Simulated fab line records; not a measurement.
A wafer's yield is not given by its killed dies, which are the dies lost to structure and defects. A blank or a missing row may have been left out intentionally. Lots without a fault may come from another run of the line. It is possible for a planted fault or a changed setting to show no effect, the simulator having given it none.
Chamber matching + flow n5Finfet + rieDiel-03 running N5_BEOL_M1_STRIP_66: 4 sister chambers
The step strips in CF4. 8 wafers are shown with their chamber, then 8 later ones without.

## WAFERS, EACH WITH ITS CHAMBER
| wafer  | chamber | drypumpMotorCurrentA (A) | showerheadPlenumPTorr (Torr) |
|--------|---------|--------------------------|------------------------------|
| L079.3 | 2       | 6.0                      | 1.68                         |
| L081.5 | 0       | 5.7                      | 1.85                         |
| L081.6 | 1       | 6.3                      | 1.87                         |
| L084.1 | 1       | 6.2                      | 1.87                         |
| L084.3 | 0       | 5.7                      | 1.85                         |
| L086.1 | 2       | 6.0                      | 1.89                         |
| L086.5 | 3       | 5.7                      | 1.71                         |
| L088.3 | 3       | 5.7                      | 1.71                         |

## WAFERS WITH NO CHAMBER GIVEN
| wafer  | drypumpMotorCurrentA (A) | showerheadPlenumPTorr (Torr) |
|--------|--------------------------|------------------------------|
| L088.5 | 5.7                      | 1.84                         |
| L088.6 | 5.7                      | 1.71                         |
| L089.1 | 6.0                      | 1.89                         |
| L089.2 | 5.7                      | 1.71                         |
| L089.5 | 6.0                      | 1.89                         |
| L096.2 | 6.0                      | 1.88                         |
| L096.3 | 5.7                      | 1.84                         |
| L096.6 | 6.2                      | 1.86                         |

## EACH ONE'S CHAMBER
| wafer  | from the rows above     | in truth |
|--------|-------------------------|----------|
| L088.5 | can't be placed: 0 or 3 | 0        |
| L088.6 | can't be placed: 3 or 0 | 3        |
| L089.1 | 2                       | 2        |
| L089.2 | can't be placed: 3 or 0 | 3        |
| L089.5 | 2                       | 2        |
| L096.2 | 2                       | 2        |
| L096.3 | can't be placed: 0 or 3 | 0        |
| L096.6 | 1                       | 1        |
Correct placement for 4 of the 8. From these rows, 4 cannot be placed; in 4 the true chamber is one of the candidates. Number placed wrongly: 0.
How it was worked out, from the rows above alone: a wafer's distance from a chamber is the root of the sum, over the readings, of the square of ((its reading less the chamber's mean) divided by the reading's scatter). The wafer belongs to the nearest chamber; if the next one is less than 2 further off, it can't be placed. The mean given for a chamber averages the wafers shown for that chamber. The scatter is the square root of a quotient: the sum, over the shown wafers, of each reading's squared deviation from its chamber's mean, divided by wafers minus chambers.
